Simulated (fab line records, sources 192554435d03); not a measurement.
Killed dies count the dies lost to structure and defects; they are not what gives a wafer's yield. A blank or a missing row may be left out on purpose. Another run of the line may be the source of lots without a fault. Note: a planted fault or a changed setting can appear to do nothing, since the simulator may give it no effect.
Chamber matching | flow n5Finfet | N5_BEOL_M15_DESCUM_33 on rieDiel-01 has 4 sister chambers
The step chemistry O2, time 7.9 s. 27 wafers are shown with their chamber, then 12 later ones without.

## WAFERS, EACH WITH ITS CHAMBER
wafer  | chamber | showerheadPlenumPTorr (Torr) | throttleValvePct (%) | drypumpMotorCurrentA (A)
L075.2 | 3       | 2.15                         | 20.12                | 5.6
L075.5 | 3       | 2.15                         | 20.13                | 5.6
L075.6 | 2       | 2.04                         | 20.33                | 5.5
L079.1 | 3       | 2.15                         | 20.15                | 5.6
L079.3 | 1       | 1.97                         | 20.82                | 5.1
L079.4 | 2       | 2.03                         | 20.32                | 5.4
L078.4 | 1       | 1.97                         | 20.83                | 5.1
L078.5 | 0       | 2.23                         | 20.46                | 5.3
L078.6 | 3       | 2.15                         | 20.14                | 5.6
L080.3 | 1       | 1.97                         | 20.82                | 5.1
L080.4 | 2       | 2.03                         | 20.33                | 5.4
L080.5 | 2       | 2.03                         | 20.33                | 5.4
L081.2 | 1       | 1.97                         | 20.83                | 5.1
L081.3 | 0       | 2.22                         | 20.45                | 5.3
L081.5 | 0       | 2.22                         | 20.47                | 5.3
L083.3 | 1       | 1.97                         | 20.83                | 5.1
L083.4 | 2       | 2.03                         | 20.33                | 5.5
L083.5 | 0       | 2.22                         | 20.50                | 5.4
L084.1 | 1       | 1.97                         | 20.84                | 5.1
L084.4 | 0       | 2.22                         | 20.49                | 5.3
L084.6 | 0       | 2.22                         | 20.50                | 5.3
L085.1 | 3       | 2.14                         | 20.18                | 5.6
L085.4 | 2       | 2.03                         | 20.35                | 5.5
L085.6 | 1       | 1.97                         | 20.86                | 5.1
L087.1 | 0       | 2.22                         | 20.51                | 5.3
L087.2 | 3       | 2.14                         | 20.18                | 5.6
L087.3 | 2       | 2.03                         | 20.36                | 5.5

SIGNATURES (means of the wafers above)
reading               | chamber 0 | chamber 1 | chamber 2 | chamber 3 | scatter within a chamber
showerheadPlenumPTorr | 2.2214    | 1.9700    | 2.0314    | 2.1467    | 0.00364
throttleValvePct      | 20.4829   | 20.8329   | 20.3357   | 20.1500   | 0.0194
drypumpMotorCurrentA  | 5.314     | 5.100     | 5.457     | 5.600     | 0.0334
Rule: for each reading, subtract the chamber's mean from the wafer's reading, divide by that reading's scatter and square the result; add these up over the readings and take the root, which gives the wafer's distance from the chamber. The wafer belongs to the nearest chamber; if the next one is less than 2 further off, it can't be placed. The scatter is the square root of a quotient: the sum, over the shown wafers, of each reading's squared deviation from its chamber's mean, divided by wafers minus chambers.

## WAFERS WITH NO CHAMBER GIVEN
wafer  | showerheadPlenumPTorr (Torr) | throttleValvePct (%) | drypumpMotorCurrentA (A)
L087.4 | 1.97                         | 20.85                | 5.1
L087.5 | 2.14                         | 20.19                | 5.6
L087.6 | 2.22                         | 20.49                | 5.3
L093.1 | 2.03                         | 20.35                | 5.4
L093.5 | 2.03                         | 20.36                | 5.5
L093.6 | 2.14                         | 20.18                | 5.6
L092.1 | 2.14                         | 20.18                | 5.6
L092.2 | 2.21                         | 20.51                | 5.4
L092.3 | 2.03                         | 20.37                | 5.5
L092.4 | 1.96                         | 20.87                | 5.1
L092.5 | 2.21                         | 20.51                | 5.3
L092.6 | 1.96                         | 20.88                | 5.1

## CHAMBER TAKEN BY EACH
wafer  | from the rows above | in truth
L087.4 | 1                   | 1
L087.5 | 3                   | 3
L087.6 | 0                   | 0
L093.1 | 2                   | 2
L093.5 | 2                   | 2
L093.6 | 3                   | 3
L092.1 | 3                   | 3
L092.2 | 0                   | 0
L092.3 | 2                   | 2
L092.4 | 1                   | 1
L092.5 | 0                   | 0
L092.6 | 1                   | 1
Placed correctly: 12 of 12. Can't be placed from these rows: 0. 0 placed wrongly.
